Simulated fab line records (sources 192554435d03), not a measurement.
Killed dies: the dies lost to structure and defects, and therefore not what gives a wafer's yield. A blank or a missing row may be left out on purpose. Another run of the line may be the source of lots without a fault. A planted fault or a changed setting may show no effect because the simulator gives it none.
fab line records	flow n5_finfet
[record] lots = 24	wafers = 72	last_day = 19
route steps=1938 shown BEOL_M1@808 BEOL_M2@843
lots that met no fault: taken from a fault-free run of the same line
start_h: hours from the record's first day to the start of the lot's first wafer shown	wait_h: hours elapsed since this lot's preceding step	" the same as in the row above	L1.1+2: one row covering several wafers at once	- no value, or no start was given	* or withheld: withheld	< > ~ a bound
route shown NAME@n: a module of which the file shows steps, and the number in the route of the first	usual: mean/standard deviation taken from wafers without a fault	same: alike in all rows	chamber/n: place in a boat	sites: per-site readings	_std_site: standard deviation across them	_edge_site: inner sites' mean taken away from outer sites' mean	radius_mm: how far each site lies from the wafer's centre	mask NAME#n: copy n	behind: the tool/chamber that last shaped the wafer	hold: what put the lot on hold/how long, in hours/how the hold closed	device: the n, p or np transistor that did not switch	end of line: at the end of the route, the tests of the same wafers	a step with no rows: only its recipe	killed: at the first sort, the dies lost to defects and structure; wafer yield is something else	map: shows each die of a wafer: x if killed, . if not, _ if none is there
set.NAME: setting as actually run; set.NAME@STEP: the setting as run at that earlier step	model.NAME: the simulator's own value behind a step, which no gauge read
route steps across a sampled set of lots; one table per step, one row per wafer
services: from which hour (start_h, from the record's first day; less than 0 if before it) a tool's chamber was out of use, for how many hours, and why
[[steps]]
[step N5_BEOL_M1_CD_MEAS_35]
[recipe] target_cd_nm = 18	target_cd_y_nm = 21	polarity = opening
[usual] cd_nm = 18.0/0.42
lot.wafer	tool	chamber	start_h	wait_h	cd_nm
L074.2	cd_sem-01	-	132.48	0.0	17.5
L074.3	"	-	"	"	18.1
L074.5	"	-	"	"	18.1
L075.3	cd_sem-01	-	134.91	0.0	17.8
L075.4	"	-	"	"	18.4
L075.6	"	-	"	"	17.7
L076.1	cd_sem-02	-	159.89	0.0	18.2
L076.5	"	-	"	"	18.2
L076.6	"	-	"	"	18.0
L077.1	cd_sem-01	-	166.42	0.0	17.7
L077.2	"	-	"	"	17.3
L077.5	"	-	"	"	17.5
L078.2	cd_sem-03	-	171.66	0.0	17.9
L078.3	"	-	"	"	17.9
L078.6	"	-	"	"	17.8
L079.1	cd_sem-01	-	175.16	0.0	17.8
L079.2	"	-	"	"	18.5
L079.3	"	-	"	"	18.2
L080.1	cd_sem-01	-	179.28	0.0	17.9
L080.3	"	-	"	"	18.0
L080.4	"	-	"	"	17.4
L081.1	cd_sem-01	-	193.01	0.0	17.7
L081.2	"	-	"	"	18.2
L081.4	"	-	"	"	18.3
L083.1	cd_sem-03	-	198.14	0.0	17.9
L083.2	"	-	"	"	18.0
L083.5	"	-	"	"	18.3
L082.1	cd_sem-01	-	199.39	0.0	17.3
L082.2	"	-	"	"	17.6
L082.5	"	-	"	"	18.0
L084.2	cd_sem-03	-	199.87	0.0	18.1
L084.4	"	-	"	"	17.8
L084.6	"	-	"	"	18.2
L085.3	cd_sem-03	-	205.57	0.0	17.9
L085.5	"	-	"	"	18.0
L085.6	"	-	"	"	18.3
L088.1	cd_sem-01	-	213.46	0.0	18.8
L088.2	"	-	"	"	18.8
L088.4	"	-	"	"	18.7
L086.1	cd_sem-01	-	216.44	0.0	18.5
L086.2	"	-	"	"	18.5
L086.4	"	-	"	"	17.8
L087.4	cd_sem-03	-	216.50	0.0	18.3
L087.5	"	-	"	"	18.4
L087.6	"	-	"	"	18.5
L089.1	cd_sem-01	-	227.54	0.0	17.8
L089.3	"	-	"	"	18.0
L089.5	"	-	"	"	18.0
L090.1	cd_sem-03	-	235.01	0.0	18.3
L090.2	"	-	"	"	17.8
L090.4	"	-	"	"	18.4
L091.1	cd_sem-03	-	238.52	0.0	18.0
L091.3	"	-	"	"	18.1
L091.6	"	-	"	"	17.4
L092.3	cd_sem-02	-	247.63	0.0	18.3
L092.4	"	-	"	"	18.3
L092.5	"	-	"	"	18.4
L093.1	cd_sem-03	-	258.79	0.0	17.6
L093.3	"	-	"	"	17.5
L093.5	"	-	"	"	17.8
L094.1	cd_sem-02	-	259.26	0.0	17.9
L094.2	"	-	"	"	18.8
L094.5	"	-	"	"	18.0
L095.1	cd_sem-02	-	263.07	0.0	18.5
L095.5	"	-	"	"	17.9
L095.6	"	-	"	"	18.3
L096.3	cd_sem-03	-	266.33	0.0	18.4
L096.5	"	-	"	"	17.9
L096.6	"	-	"	"	17.5
L097.1	cd_sem-03	-	274.97	0.0	18.4
L097.3	"	-	"	"	18.2
L097.5	"	-	"	"	18.2
[step N5_BEOL_M1_SPUTTER_96]
[recipe] material = Cu	target_thk_a = 45	temp_c = -20	chamber_pressure_pa = 0.07	power_w = withheld	time_s = 8.29
[usual] throttle_valve_pct = 29.9/1.3
[same] time_s = 8.29
lot.wafer	tool	chamber	start_h	wait_h	throttle_valve_pct
L074.2	pvd_sputter-02	-	136.54	0.1	30.2
L074.3	"	-	"	"	31.2
L074.5	"	-	"	"	31.4
L075.3	pvd_sputter-01	-	138.05	0.1	32.8
L075.4	"	-	"	"	30.8
L075.6	"	-	"	"	28.5
L076.1	pvd_sputter-02	-	162.44	0.1	30.1
L076.5	"	-	"	"	31.6
L076.6	"	-	"	"	30.0
L077.1	pvd_sputter-02	-	168.88	0.1	31.2
L077.2	"	-	"	"	31.3
L077.5	"	-	"	"	30.9
L078.2	pvd_sputter-02	-	174.64	0.1	30.2
L078.3	"	-	"	"	31.1
L078.6	"	-	"	"	31.4
L079.1	pvd_sputter-03	-	177.51	0.1	28.0
L079.2	"	-	"	"	28.9
L079.3	"	-	"	"	28.9
L080.1	pvd_sputter-02	-	181.95	0.1	28.8
L080.3	"	-	"	"	31.0
L080.4	"	-	"	"	30.1
L081.1	pvd_sputter-03	-	195.52	0.1	28.8
L081.2	"	-	"	"	28.3
L081.4	"	-	"	"	29.7
L083.1	pvd_sputter-02	-	200.62	0.1	31.4
L083.2	"	-	"	"	31.2
L083.5	"	-	"	"	30.2
L082.1	pvd_sputter-03	-	201.82	0.1	28.9
L082.2	"	-	"	"	27.9
L082.5	"	-	"	"	29.6
L084.2	pvd_sputter-02	-	202.78	0.1	31.2
L084.4	"	-	"	"	31.7
L084.6	"	-	"	"	30.1
L085.3	pvd_sputter-03	-	209.80	0.1	29.0
L085.5	"	-	"	"	28.2
L085.6	"	-	"	"	29.7
L088.1	pvd_sputter-01	-	216.03	0.1	28.5
L088.2	"	-	"	"	32.8
L088.4	"	-	"	"	30.7
L086.1	pvd_sputter-02	-	219.02	0.1	28.9
L086.2	"	-	"	"	30.1
L086.4	"	-	"	"	31.3
L087.4	pvd_sputter-03	-	219.42	0.1	28.6
L087.5	"	-	"	"	29.6
L087.6	"	-	"	"	28.0
L089.1	pvd_sputter-02	-	231.82	0.1	31.2
L089.3	"	-	"	"	29.0
L089.5	"	-	"	"	30.2
L090.1	pvd_sputter-01	-	238.07	0.1	30.7
L090.2	"	-	"	"	28.4
L090.4	"	-	"	"	32.8
L091.1	pvd_sputter-01	-	241.20	0.1	30.7
L091.3	"	-	"	"	32.7
L091.6	"	-	"	"	28.4
L092.3	pvd_sputter-03	-	250.52	0.1	29.7
L092.4	"	-	"	"	29.1
L092.5	"	-	"	"	27.9
L093.1	pvd_sputter-03	-	262.20	0.1	29.0
L093.3	"	-	"	"	27.8
L093.5	"	-	"	"	29.7
L094.1	pvd_sputter-02	-	263.24	0.1	28.7
L094.2	"	-	"	"	31.5
L094.5	"	-	"	"	30.1
L095.1	pvd_sputter-03	-	267.79	0.1	27.8
L095.5	"	-	"	"	28.2
L095.6	"	-	"	"	28.9
L096.3	pvd_sputter-03	-	269.67	0.1	29.0
L096.5	"	-	"	"	28.2
L096.6	"	-	"	"	28.9
L097.1	pvd_sputter-01	-	277.97	0.1	28.5
L097.3	"	-	"	"	31.1
L097.5	"	-	"	"	32.6
[step N5_BEOL_M1_DEP_57]
[recipe] material = SiCN	target_thk_a = 80	temp_c = withheld	precursor = 3MS/NH3	pressure_torr = 3	rf_w = 202	time_s = 14
[usual] showerhead_plenum_p_Torr = 3.670/0.013	throttle_valve_pct = 9.2/0.44
[same] time_s = 14
lot.wafer	tool	chamber	start_h	wait_h	showerhead_plenum_p_Torr	since_wet_clean_h	throttle_valve_pct
L074.2	pecvd-04	0	137.54	0.0	3.643	1204	8.6
L074.3	"	1	"	"	3.679	-	9.7
L074.5	"	1	"	"	3.686	-	9.8
L075.3	pecvd-03	1	139.03	0.0	3.670	1749	9.2
L075.4	"	0	"	"	3.684	-	9.2
L075.6	"	1	"	"	3.658	-	9.1
L076.1	pecvd-03	1	163.43	0.0	3.666	1774	9.2
L076.5	"	1	"	"	3.682	-	9.0
L076.6	"	2	"	"	3.673	-	8.6
L077.1	pecvd-02	2	169.86	0.0	3.668	2142	9.6
L077.2	"	0	"	"	3.676	692	8.8
L077.5	"	2	"	"	3.668	-	9.5
L078.2	pecvd-02	1	175.70	0.0	3.662	1423	9.7
L078.3	"	0	"	"	3.681	698	8.7
L078.6	"	2	"	"	3.673	-	9.6
L079.1	pecvd-02	0	178.53	0.0	3.678	701	8.6
L079.2	"	1	"	"	3.666	1426	9.6
L079.3	"	2	"	"	3.678	2151	9.5
L080.1	pecvd-04	1	182.94	0.0	3.684	1974	10.1
L080.3	"	0	"	"	3.645	1249	9.2
L080.4	"	2	"	"	3.639	-	8.0
L081.1	pecvd-04	1	196.50	0.0	3.678	1988	9.6
L081.2	"	2	"	"	3.650	509	8.3
L081.4	"	2	"	"	3.650	-	8.4
L083.1	pecvd-03	0	201.60	0.0	3.682	1087	9.1
L083.2	"	2	"	"	3.668	303	8.8
L083.5	"	2	"	"	3.673	-	8.9
L082.1	pecvd-04	0	202.80	0.0	3.648	1269	8.6
L082.2	"	2	"	"	3.641	515	8.2
L082.5	"	1	"	"	3.685	-	10.1
L084.2	pecvd-03	2	203.77	0.0	3.662	305	8.7
L084.4	"	2	"	"	3.671	-	8.7
L084.6	"	0	"	"	3.688	-	9.2
L085.3	pecvd-02	0	210.82	0.0	3.684	-	9.0
L085.5	"	1	"	"	3.668	-	9.8
L085.6	"	0	"	"	3.673	-	8.9
L088.1	pecvd-03	2	217.03	0.0	3.662	318	8.7
L088.2	"	0	"	"	3.682	1102	9.2
L088.4	"	0	"	"	3.678	-	9.1
L086.1	pecvd-02	1	220.03	0.0	3.662	1468	9.9
L086.2	"	0	"	"	3.675	743	9.1
L086.4	"	1	"	"	3.661	-	9.9
L087.4	pecvd-03	2	220.59	0.0	3.665	-	8.8
L087.5	"	0	"	"	3.675	-	9.2
L087.6	"	1	"	"	3.676	-	9.0
L089.1	pecvd-02	0	232.81	0.0	3.665	755	9.1
L089.3	"	2	"	"	3.666	1	8.7
L089.5	"	2	"	"	3.665	-	8.7
L090.1	pecvd-03	2	239.05	0.0	3.662	340	9.0
L090.2	"	1	"	"	3.664	1849	9.3
L090.4	"	0	"	"	3.692	-	9.4
L091.1	pecvd-02	0	242.19	0.0	3.683	765	8.7
L091.3	"	2	"	"	3.664	11	8.4
L091.6	"	0	"	"	3.680	-	9.0
L092.3	pecvd-03	2	251.50	0.0	3.673	353	9.0
L092.4	"	0	"	"	3.683	-	9.2
L092.5	"	1	"	"	3.667	-	9.1
L093.1	pecvd-04	1	263.21	0.0	3.671	2055	10.1
L093.3	"	1	"	"	3.682	-	9.8
L093.5	"	0	"	"	3.642	-	8.9
L094.1	pecvd-02	2	264.27	0.0	3.663	33	8.7
L094.2	"	1	"	"	3.678	1512	9.8
L094.5	"	0	"	"	3.688	-	8.9
L095.1	pecvd-04	0	268.80	0.0	3.650	1335	9.0
L095.5	"	0	"	"	3.652	-	8.7
L095.6	"	1	"	"	3.681	-	9.7
L096.3	pecvd-02	1	270.66	0.0	3.668	1518	9.7
L096.5	"	2	"	"	3.669	-	8.6
L096.6	"	0	"	"	3.681	-	9.0
L097.1	pecvd-03	1	278.97	0.0	3.675	1889	9.0
L097.3	"	2	"	"	3.681	380	8.7
L097.5	"	1	"	"	3.666	-	9.1
[step N5_BEOL_M1_RS_MEAS_58]
[recipe] thk_meas_gauge = four-point-probe	reads = Co_of_BEOL_M1_CO_CAP_55+Cu_of_BEOL_M1_ECD_50+Co_of_BEOL_M1_CVD_47+TaN_of_BEOL_M1_ALD_84
[usual] M1_RS = 0.66/0.035
lot.wafer	tool	chamber	start_h	wait_h	M1_RS[ohm/sq]
L074.2	film_metro-02	-	137.62	0.1	0.66
L074.3	"	-	"	"	0.63
L074.5	"	-	"	"	0.63
L075.3	film_metro-02	-	139.10	0.1	0.65
L075.4	"	-	"	"	0.61
L075.6	"	-	"	"	0.63
L076.1	film_metro-02	-	163.50	0.0	0.61
L076.5	"	-	"	"	0.63
L076.6	"	-	"	"	0.65
L077.1	film_metro-01	-	169.92	0.0	0.61
L077.2	"	-	"	"	0.65
L077.5	"	-	"	"	0.64
L078.2	film_metro-02	-	175.77	0.1	0.64
L078.3	"	-	"	"	0.65
L078.6	"	-	"	"	0.60
L079.1	film_metro-01	-	178.60	0.0	0.62
L079.2	"	-	"	"	0.65
L079.3	"	-	"	"	0.65
L080.1	film_metro-01	-	183.00	0.0	0.65
L080.3	"	-	"	"	0.61
L080.4	"	-	"	"	0.65
L081.1	film_metro-01	-	196.56	0.0	0.71
L081.2	"	-	"	"	0.68
L081.4	"	-	"	"	0.65
L083.1	film_metro-01	-	201.67	0.0	0.71
L083.2	"	-	"	"	0.66
L083.5	"	-	"	"	0.65
L082.1	film_metro-01	-	202.86	0.0	0.67
L082.2	"	-	"	"	0.63
L082.5	"	-	"	"	0.71
L084.2	film_metro-01	-	203.84	0.1	0.73
L084.4	"	-	"	"	0.67
L084.6	"	-	"	"	0.67
L085.3	film_metro-01	-	210.89	0.1	0.64
L085.5	"	-	"	"	0.67
L085.6	"	-	"	"	0.67
L088.1	film_metro-02	-	217.09	0.0	0.65
L088.2	"	-	"	"	0.62
L088.4	"	-	"	"	0.61
L086.1	film_metro-01	-	220.11	0.1	0.71
L086.2	"	-	"	"	0.69
L086.4	"	-	"	"	0.67
L087.4	film_metro-02	-	220.65	0.0	0.63
L087.5	"	-	"	"	0.66
L087.6	"	-	"	"	0.58
L089.1	film_metro-02	-	232.87	0.0	0.70
L089.3	"	-	"	"	0.70
L089.5	"	-	"	"	0.64
L090.1	film_metro-02	-	239.11	0.0	0.71
L090.2	"	-	"	"	0.68
L090.4	"	-	"	"	0.63
L091.1	film_metro-01	-	242.26	0.0	0.66
L091.3	"	-	"	"	0.64
L091.6	"	-	"	"	0.62
L092.3	film_metro-01	-	251.57	0.1	0.77
L092.4	"	-	"	"	0.65
L092.5	"	-	"	"	0.65
L093.1	film_metro-01	-	263.29	0.1	0.71
L093.3	"	-	"	"	0.69
L093.5	"	-	"	"	0.71
L094.1	film_metro-01	-	264.33	0.0	0.70
L094.2	"	-	"	"	0.66
L094.5	"	-	"	"	0.66
L095.1	film_metro-01	-	268.89	0.1	0.72
L095.5	"	-	"	"	0.69
L095.6	"	-	"	"	0.65
L096.3	film_metro-01	-	270.72	0.1	0.73
L096.5	"	-	"	"	0.68
L096.6	"	-	"	"	0.65
L097.1	film_metro-02	-	279.04	0.0	0.69
L097.3	"	-	"	"	0.71
L097.5	"	-	"	"	0.61
[step N5_BEOL_M2_PECVD_72]
[recipe] material = SiO2	target_thk_a = 160	temp_c = 400	precursor = TEOS/O2	pressure_torr = 5.5	rf_w = 450	teos_flow_sccm = 53.8	gas = O2	flow_sccm = 3000	time_s = 18
[usual] heater_power_w = 763/130	showerhead_plenum_p_Torr = 8.80/0.065	throttle_valve_pct = 22.6/1.2
[same] time_s = 18
lot.wafer	tool	chamber	start_h	wait_h	heater_power_w	showerhead_plenum_p_Torr	since_wet_clean_h	throttle_valve_pct
L074.2	pecvd-01	1	137.81	0.0	1029	8.80	1567	24.6
L074.3	"	0	"	"	729	8.86	842	23.4
L074.5	"	0	"	"	728	8.86	-	23.8
L075.3	pecvd-03	1	139.26	0.0	624	8.82	1749	22.4
L075.4	"	2	"	"	757	8.80	-	21.4
L075.6	"	0	"	"	675	8.91	-	22.7
L076.1	pecvd-03	0	163.67	0.0	625	8.86	1049	22.8
L076.5	"	0	"	"	623	8.89	-	22.4
L076.6	"	2	"	"	767	8.82	-	21.6
L077.1	pecvd-03	1	170.09	0.0	621	8.80	1780	22.8
L077.2	"	0	"	"	680	8.89	1055	22.7
L077.5	"	2	"	"	698	8.79	-	21.5
L078.2	pecvd-03	2	175.94	0.0	725	8.79	277	21.6
L078.3	"	1	"	"	590	8.81	-	22.6
L078.6	"	1	"	"	599	8.81	-	22.3
L079.1	pecvd-01	1	178.77	0.0	947	8.78	1608	24.6
L079.2	"	0	"	"	749	8.87	883	23.5
L079.3	"	2	"	"	984	8.79	46	21.8
L080.1	pecvd-04	1	183.17	0.0	694	8.86	1975	24.5
L080.3	"	2	"	"	829	8.69	496	20.4
L080.4	"	0	"	"	785	8.70	-	21.9
L081.1	pecvd-01	1	196.73	0.0	953	8.78	1626	24.4
L081.2	"	0	"	"	770	8.85	901	23.8
L081.4	"	1	"	"	967	8.78	-	24.3
L083.1	pecvd-01	2	201.83	0.0	942	8.81	69	21.9
L083.2	"	0	"	"	796	8.86	906	23.6
L083.5	"	2	"	"	898	8.77	-	21.7
L082.1	pecvd-04	2	203.03	0.0	783	8.70	515	20.6
L082.2	"	0	"	"	836	8.69	1269	21.9
L082.5	"	0	"	"	831	8.67	-	21.9
L084.2	pecvd-03	0	204.01	0.0	691	8.90	1089	22.3
L084.4	"	1	"	"	600	8.80	-	22.4
L084.6	"	2	"	"	704	8.80	-	21.8
L085.3	pecvd-04	2	211.06	0.0	838	8.70	523	20.4
L085.5	"	0	"	"	874	8.68	-	21.7
L085.6	"	1	"	"	648	8.85	-	24.5
L088.1	pecvd-03	1	217.26	0.0	605	8.84	1827	22.6
L088.2	"	2	"	"	774	8.79	319	21.7
L088.4	"	1	"	"	616	8.81	-	22.5
L086.1	pecvd-04	2	220.28	0.0	907	8.70	533	20.8
L086.2	"	0	"	"	710	8.68	1287	21.8
L086.4	"	2	"	"	907	8.73	-	20.8
L087.4	pecvd-04	0	220.83	0.1	792	8.68	-	21.8
L087.5	"	1	"	"	747	8.84	-	24.3
L087.6	"	2	"	"	878	8.71	-	20.6
L089.1	pecvd-03	2	233.04	0.0	787	8.79	334	21.7
L089.3	"	1	"	"	627	8.80	1843	22.6
L089.5	"	0	"	"	623	8.87	-	22.4
L090.1	pecvd-03	0	239.28	0.0	582	8.89	1124	22.5
L090.2	"	2	"	"	775	8.80	341	21.8
L090.4	"	0	"	"	551	8.88	-	22.5
L091.1	pecvd-04	0	242.42	0.0	760	8.69	1309	21.6
L091.3	"	2	"	"	818	8.73	555	20.5
L091.6	"	1	"	"	646	8.83	-	24.5
L092.3	pecvd-04	0	251.73	0.0	759	8.67	1318	21.7
L092.4	"	0	"	"	772	8.68	-	21.7
L092.5	"	1	"	"	672	8.85	-	24.3
L093.1	pecvd-01	1	263.47	0.0	1006	8.77	1692	24.6
L093.3	"	2	"	"	923	8.77	131	21.7
L093.5	"	1	"	"	994	8.78	-	24.3
L094.1	pecvd-04	1	264.50	0.0	639	8.80	2056	24.2
L094.2	"	0	"	"	853	8.68	1331	21.9
L094.5	"	0	"	"	835	8.68	-	21.8
L095.1	pecvd-03	0	269.07	0.0	601	8.87	1154	22.3
L095.5	"	1	"	"	624	8.80	-	22.6
L095.6	"	2	"	"	768	8.80	-	21.8
L096.3	pecvd-01	2	270.89	0.0	949	8.79	138	22.0
L096.5	"	1	"	"	1022	8.80	-	24.4
L096.6	"	2	"	"	957	8.76	-	21.8
L097.1	pecvd-01	0	279.21	0.0	667	8.84	983	23.8
L097.3	"	2	"	"	941	8.79	147	21.9
L097.5	"	1	"	"	993	8.79	-	24.4
[step N5_BEOL_M2_ETCH_64]
[recipe] chemistry = N2/H2	target = SOC	target_depth_a = 750	overetch_a = 225	mask_material = SiARC	temp_c = 40	time_s = 121.9	ion_energy_ev = 200	pressure_mtorr = 30	source_w = 840	bias_w = 150	n2_flow_sccm = 200	h2_flow_sccm = 200
[usual] drypump_motor_current_A = 5.5/0.46	oes_product_au = 0.61/0.069	rf_vpp_V = 524.8/2.6	showerhead_plenum_p_Torr = 2.57/0.093	throttle_valve_pct = 17.72/0.21
[same] time_s = 121.9
lot.wafer	tool	chamber	start_h	wait_h	drypump_motor_current_A	oes_product_au	rf_hours_counter_h	rf_vpp_V	showerhead_plenum_p_Torr	throttle_valve_pct
L074.2	rie_diel-04	0	139.27	0.0	5.8	0.54	199	525.7	2.65	17.92
L074.3	"	3	"	"	6.0	0.74	1	524.9	2.62	17.79
L074.5	"	0	"	"	5.8	0.53	-	526.5	2.65	17.93
L075.3	rie_diel-03	2	140.61	0.0	5.3	0.56	168	519.8	2.42	17.87
L075.4	"	2	"	"	5.3	0.55	-	521.7	2.42	17.86
L075.6	"	0	"	"	5.0	0.66	-	525.1	2.57	17.48
L076.1	rie_diel-02	0	164.81	0.0	6.3	0.63	75	523.4	2.55	17.75
L076.5	"	3	"	"	5.7	0.74	-	523.0	2.47	17.26
L076.6	"	2	"	"	5.2	0.58	-	526.6	2.65	17.54
L077.1	rie_diel-04	0	172.05	0.0	5.8	0.53	211	526.0	2.65	17.93
L077.2	"	2	"	"	6.2	0.73	3	528.6	2.71	17.55
L077.5	"	3	"	"	6.0	0.70	-	524.4	2.62	17.78
L078.2	rie_diel-04	3	178.61	0.0	6.0	0.70	19	526.6	2.62	17.81
L078.3	"	1	"	"	5.7	0.57	179	524.4	2.55	18.00
L078.6	"	2	"	"	6.2	0.73	-	529.3	2.71	17.55
L079.1	rie_diel-04	3	179.59	0.0	6.0	0.70	19	525.7	2.62	17.80
L079.2	"	1	"	"	5.7	0.56	179	523.1	2.54	18.01
L079.3	"	2	"	"	6.2	0.73	4	529.0	2.71	17.53
L080.1	rie_diel-03	3	185.98	0.0	4.8	0.70	11	527.8	2.71	17.56
L080.3	"	1	"	"	5.8	0.53	224	522.8	2.51	17.68
L080.4	"	2	"	"	5.3	0.55	186	519.4	2.41	17.91
L081.1	rie_diel-03	2	197.51	0.0	5.3	0.54	188	519.2	2.41	17.89
L081.2	"	1	"	"	5.8	0.53	227	523.7	2.51	17.67
L081.4	"	0	"	"	5.0	0.63	49	526.4	2.56	17.50
L083.1	rie_diel-02	0	203.11	0.0	6.4	0.61	90	524.8	2.54	17.78
L083.2	"	3	"	"	5.7	0.69	17	523.5	2.46	17.28
L083.5	"	0	"	"	6.3	0.62	-	525.2	2.54	17.80
L082.1	rie_diel-02	0	204.06	0.0	6.3	0.62	90	524.8	2.54	17.78
L082.2	"	3	"	"	5.7	0.69	17	521.5	2.46	17.26
L082.5	"	3	"	"	5.7	0.70	-	522.2	2.46	17.28
L084.2	rie_diel-02	0	205.19	0.0	6.3	0.62	91	524.3	2.54	17.78
L084.4	"	2	"	"	5.2	0.59	-	527.3	2.64	17.55
L084.6	"	0	"	"	6.4	0.61	-	525.4	2.54	17.79
L085.3	rie_diel-03	2	212.20	0.0	5.2	0.54	193	519.8	2.41	17.90
L085.5	"	0	"	"	5.0	0.63	-	525.0	2.56	17.51
L085.6	"	3	"	"	4.9	0.69	-	529.4	2.71	17.58
L088.1	rie_diel-03	2	220.09	0.0	5.2	0.54	197	521.3	2.40	17.92
L088.2	"	1	"	"	5.8	0.53	236	523.2	2.50	17.71
L088.4	"	0	"	"	5.0	0.63	55	525.0	2.56	17.53
L086.1	rie_diel-03	0	221.25	0.0	5.1	0.63	56	525.6	2.56	17.53
L086.2	"	3	"	"	4.9	0.68	23	528.5	2.70	17.58
L086.4	"	2	"	"	5.2	0.54	198	520.4	2.40	17.93
L087.4	rie_diel-03	3	224.25	0.0	4.9	0.68	24	529.5	2.70	17.58
L087.5	"	3	"	"	4.9	0.68	-	528.6	2.70	17.57
L087.6	"	2	"	"	5.3	0.54	-	521.0	2.40	17.91
L089.1	rie_diel-04	2	235.35	0.0	6.2	0.69	23	528.3	2.70	17.58
L089.3	"	1	"	"	5.7	0.56	197	523.4	2.54	18.02
L089.5	"	0	"	"	5.8	0.52	-	525.9	2.64	17.98
L090.1	rie_diel-04	1	240.06	0.0	5.7	0.56	199	523.5	2.54	18.02
L090.2	"	3	"	"	6.0	0.67	38	525.3	2.61	17.85
L090.4	"	0	"	"	5.8	0.52	231	525.7	2.64	17.96
L091.1	rie_diel-03	0	243.48	0.0	5.0	0.62	62	524.6	2.55	17.55
L091.3	"	1	"	"	5.8	0.52	243	522.9	2.50	17.71
L091.6	"	3	"	"	4.8	0.66	-	530.4	2.70	17.57
L092.3	rie_diel-04	0	253.09	0.0	5.8	0.53	236	526.1	2.64	17.98
L092.4	"	0	"	"	5.8	0.52	-	525.2	2.64	17.99
L092.5	"	3	"	"	6.0	0.67	-	524.7	2.60	17.83
L093.1	rie_diel-03	3	264.37	0.0	4.9	0.66	37	527.4	2.70	17.61
L093.3	"	0	"	"	5.0	0.62	69	524.4	2.55	17.55
L093.5	"	0	"	"	5.0	0.62	-	525.0	2.55	17.56
L094.1	rie_diel-03	0	267.15	0.0	5.0	0.62	71	524.8	2.55	17.55
L094.2	"	3	"	"	4.8	0.65	38	528.0	2.70	17.61
L094.5	"	0	"	"	5.0	0.62	-	525.2	2.55	17.57
L095.1	rie_diel-04	3	271.84	0.0	6.0	0.65	49	523.8	2.60	17.85
L095.5	"	0	"	"	5.8	0.52	-	525.7	2.64	17.99
L095.6	"	3	"	"	6.0	0.66	-	525.2	2.60	17.85
L096.3	rie_diel-03	3	272.58	0.0	4.9	0.65	40	527.3	2.70	17.61
L096.5	"	3	"	"	4.9	0.65	-	527.8	2.70	17.61
L096.6	"	0	"	"	5.0	0.62	-	525.8	2.55	17.57
L097.1	rie_diel-02	2	280.79	0.0	5.3	0.56	157	528.6	2.63	17.61
L097.3	"	1	"	"	5.5	0.70	22	523.8	2.51	17.92
L097.5	"	1	"	"	5.5	0.70	-	523.5	2.51	17.94
[[services]]
tool	chamber	start_h	hours	kind
pecvd-04	2	123.59	16.5	scheduled_down
rie_diel-03	3	134.34	-	clean
rie_diel-03	3	134.34	-	consumable_replace:focus_ring
rie_diel-03	3	134.34	-	consumable_replace:showerhead
rie_diel-03	3	134.34	23.1	scheduled_down
rie_diel-03	3	134.34	23.1	vent_cycle
rie_diel-04	0	148.13	4.3	repair
pecvd-04	1	151.27	2.1	scheduled_down
pvd_sputter-01	-	155.00	1.1	repair
pvd_sputter-01	-	161.50	48.4	repair
pecvd-03	0	173.27	5.5	scheduled_down
pecvd-02	1	190.96	5.5	scheduled_down
pecvd-02	2	196.28	4.4	repair
rie_diel-03	0	201.11	2.7	repair
pecvd-02	2	202.38	-	clean
pecvd-02	2	202.38	-	consumable_replace:showerhead
pecvd-02	2	202.38	29.0	scheduled_down
pecvd-02	-	243.26	0.3	repair
rie_diel-04	2	244.17	16.4	repair
pecvd-03	-	246.62	0.8	repair
pecvd-04	2	262.03	15.0	repair
rie_diel-03	1	263.46	-	clean
rie_diel-03	1	263.46	-	consumable_replace:focus_ring
pecvd-04	-	269.34	2.8	pm
[[key]]
fault none
